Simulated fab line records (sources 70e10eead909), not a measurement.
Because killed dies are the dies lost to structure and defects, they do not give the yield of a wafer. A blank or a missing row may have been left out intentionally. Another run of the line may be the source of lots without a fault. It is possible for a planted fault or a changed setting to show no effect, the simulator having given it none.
Which tool was responsible? || flow nand-harc || 15 lots with 45 wafers sampled at 2 steps, on a route of 1302 steps

## WHAT EACH GAUGE READ, for each wafer
NHARC_P_M0_OVL_MEAS_10: pitch 180 nm. Usual: overlay-x-nm 0.0 nm, standard deviation 0.74; overlay-y-nm -0.4 nm, standard deviation 0.84.
{"lot": "L557", "measured": "day 6 00:54", "on": "overlay-02", "overlay-x-nm (nm)": "0.7 0.2 0.3", "overlay-y-nm (nm)": "-1.2 -1.1 -1.5", "flag": ""}
{"lot": "L558", "measured": "day 6 05:34", "on": "overlay-01", "overlay-x-nm (nm)": "0.1 0.2 -0.1", "overlay-y-nm (nm)": "0.0 0.2 0.1", "flag": ""}
{"lot": "L559", "measured": "day 7 00:13", "on": "overlay-02", "overlay-x-nm (nm)": "0.7 0.4 0.0", "overlay-y-nm (nm)": "-0.1 -0.2 -0.5", "flag": ""}
{"lot": "L562", "measured": "day 7 22:55", "on": "overlay-01", "overlay-x-nm (nm)": "-0.5 -0.1 -0.3", "overlay-y-nm (nm)": "0.7 1.1 0.5", "flag": ""}
{"lot": "L564", "measured": "day 9 00:40", "on": "overlay-02", "overlay-x-nm (nm)": "1.0 1.2 1.3", "overlay-y-nm (nm)": "-1.3 -0.6 -0.8", "flag": ""}
{"lot": "L565", "measured": "day 9 14:40", "on": "overlay-01", "overlay-x-nm (nm)": "-1.1 -0.9 -1.2", "overlay-y-nm (nm)": "0.2 0.5 0.6", "flag": ""}
{"lot": "L568", "measured": "day 10 12:26", "on": "overlay-01", "overlay-x-nm (nm)": "0.9 0.9 1.3", "overlay-y-nm (nm)": "-0.3 -0.7 -0.1", "flag": ""}
{"lot": "L567", "measured": "day 10 13:05", "on": "overlay-01", "overlay-x-nm (nm)": "0.0 -0.4 0.0", "overlay-y-nm (nm)": "-1.4 -1.8 -1.8", "flag": ""}
{"lot": "L569", "measured": "day 11 02:22", "on": "overlay-02", "overlay-x-nm (nm)": "0.0 0.1 -0.1", "overlay-y-nm (nm)": "-1.2 -1.1 -1.5", "flag": ""}
{"lot": "L571", "measured": "day 12 04:02", "on": "overlay-01", "overlay-x-nm (nm)": "-0.5 -0.3 -0.1", "overlay-y-nm (nm)": "-0.6 0.1 -0.8", "flag": ""}
{"lot": "L574", "measured": "day 13 04:08", "on": "overlay-01", "overlay-x-nm (nm)": "- - -", "overlay-y-nm (nm)": "- - -", "flag": "OFF"}
{"lot": "L575", "measured": "day 13 10:56", "on": "overlay-02", "overlay-x-nm (nm)": "- - -", "overlay-y-nm (nm)": "- - -", "flag": "OFF"}
{"lot": "L576", "measured": "day 14 00:15", "on": "overlay-02", "overlay-x-nm (nm)": "- - -", "overlay-y-nm (nm)": "- - -", "flag": "OFF"}
{"lot": "L577", "measured": "day 14 11:14", "on": "overlay-02", "overlay-x-nm (nm)": "-0.3 -0.3 -0.6", "overlay-y-nm (nm)": "0.6 0.0 0.4", "flag": ""}
{"lot": "L580", "measured": "day 15 21:43", "on": "overlay-01", "overlay-x-nm (nm)": "1.2 1.0 1.5", "overlay-y-nm (nm)": "0.6 0.2 0.1", "flag": ""}

## WHICH TOOL RAN EACH LOT (tool, then ch and the chambers of the sampled wafers, then the start)
{"lot": "L557", "NHARC_P_M0_DEVELOP_08": "litho-track-06 ch 0, day 6 00:00"}
{"lot": "L558", "NHARC_P_M0_DEVELOP_08": "litho-track-06 ch 0, day 6 05:00"}
{"lot": "L559", "NHARC_P_M0_DEVELOP_08": "litho-track-01 ch 0, day 7 00:00"}
{"lot": "L562", "NHARC_P_M0_DEVELOP_08": "litho-track-04 ch 0, day 7 22:00"}
{"lot": "L564", "NHARC_P_M0_DEVELOP_08": "litho-track-04 ch 0, day 9 00:00"}
{"lot": "L565", "NHARC_P_M0_DEVELOP_08": "litho-track-01 ch 0, day 9 14:00"}
{"lot": "L568", "NHARC_P_M0_DEVELOP_08": "litho-track-04 ch 0, day 10 12:00"}
{"lot": "L567", "NHARC_P_M0_DEVELOP_08": "litho-track-04 ch 0, day 10 12:00"}
{"lot": "L569", "NHARC_P_M0_DEVELOP_08": "litho-track-04 ch 0, day 11 02:00"}
{"lot": "L571", "NHARC_P_M0_DEVELOP_08": "litho-track-06 ch 0, day 12 03:00"}
{"lot": "L574", "NHARC_P_M0_DEVELOP_08": "litho-track-04, day 13 03:00"}
{"lot": "L575", "NHARC_P_M0_DEVELOP_08": "litho-track-04, day 13 10:00"}
{"lot": "L576", "NHARC_P_M0_DEVELOP_08": "litho-track-04, day 14 00:00"}
{"lot": "L577", "NHARC_P_M0_DEVELOP_08": "litho-track-06 ch 0, day 14 11:00"}
{"lot": "L580", "NHARC_P_M0_DEVELOP_08": "litho-track-04 ch 0, day 15 21:00"}
- NHARC_P_M0_DEVELOP_08: develop time 35 s.

## AS READ BY THE TOOLS THEMSELVES (means over the sampled wafers that have a number; for cases with no such wafer, the mark the record gives instead)
NHARC_P_M0_DEVELOP_08. Usual: chill-plate-temp-C 23.00 C, standard deviation 0.12; exhaust-pa 45.1 Pa, standard deviation 0.98.
{"lot": "L557", "tool": "litho-track-06", "chill-plate-temp-C (C)": 22.92, "exhaust-pa (Pa)": 45.3, "flag": ""}
{"lot": "L558", "tool": "litho-track-06", "chill-plate-temp-C (C)": 22.94, "exhaust-pa (Pa)": 45.2, "flag": ""}
{"lot": "L559", "tool": "litho-track-01", "chill-plate-temp-C (C)": 23.05, "exhaust-pa (Pa)": 45.0, "flag": ""}
{"lot": "L562", "tool": "litho-track-04", "chill-plate-temp-C (C)": 23.11, "exhaust-pa (Pa)": 45.2, "flag": ""}
{"lot": "L564", "tool": "litho-track-04", "chill-plate-temp-C (C)": 23.12, "exhaust-pa (Pa)": 45.8, "flag": ""}
{"lot": "L565", "tool": "litho-track-01", "chill-plate-temp-C (C)": 22.81, "exhaust-pa (Pa)": 47.0, "flag": ""}
{"lot": "L568", "tool": "litho-track-04", "chill-plate-temp-C (C)": 23.12, "exhaust-pa (Pa)": 45.7, "flag": ""}
{"lot": "L567", "tool": "litho-track-04", "chill-plate-temp-C (C)": 23.11, "exhaust-pa (Pa)": 45.3, "flag": ""}
{"lot": "L569", "tool": "litho-track-04", "chill-plate-temp-C (C)": 22.95, "exhaust-pa (Pa)": 46.0, "flag": ""}
{"lot": "L571", "tool": "litho-track-06", "chill-plate-temp-C (C)": 23.08, "exhaust-pa (Pa)": 44.3, "flag": ""}
{"lot": "L574", "tool": "litho-track-04", "chill-plate-temp-C (C)": "-", "exhaust-pa (Pa)": "-", "flag": "OFF"}
{"lot": "L575", "tool": "litho-track-04", "chill-plate-temp-C (C)": "-", "exhaust-pa (Pa)": "-", "flag": "OFF"}
{"lot": "L576", "tool": "litho-track-04", "chill-plate-temp-C (C)": "-", "exhaust-pa (Pa)": "-", "flag": "OFF"}
{"lot": "L577", "tool": "litho-track-06", "chill-plate-temp-C (C)": 23.09, "exhaust-pa (Pa)": 43.8, "flag": ""}
{"lot": "L580", "tool": "litho-track-04", "chill-plate-temp-C (C)": 23.02, "exhaust-pa (Pa)": 45.1, "flag": ""}

## THE ANSWER, worked out from the rows above alone
Rule: take the mean of a lot's wafers that have a number; if it is more than 3 standard deviations from the usual mean, the lot is off. Also off: a lot with no number at a reading for which 4 or more lots have one. The other lots that the step has rows for count as sound. The gauges are gone through in route order, then the tools' own readings, and for those a lot's mean is taken as printed above. At the first step where some lot is off, the reading lying furthest off is the one used; lots without a number count as furthest.
Off: L574, L575, L576, at NHARC_P_M0_OVL_MEAS_10 (overlay-x-nm). Without a number there: L574, L575, L576.
A tool fits if, at a process step before that reading, it ran every lot that is off, and no sound lot after the first of them. Not tried: the gauges at NHARC_P_M0_OVL_MEAS_10; whatever is off there is also off at NHARC_P_M0_DEVELOP_08, on other tools, and gauge error can't account for it. Not one of the candidates tried fits.

## WHAT THE SIMULATOR HAD PUT IN
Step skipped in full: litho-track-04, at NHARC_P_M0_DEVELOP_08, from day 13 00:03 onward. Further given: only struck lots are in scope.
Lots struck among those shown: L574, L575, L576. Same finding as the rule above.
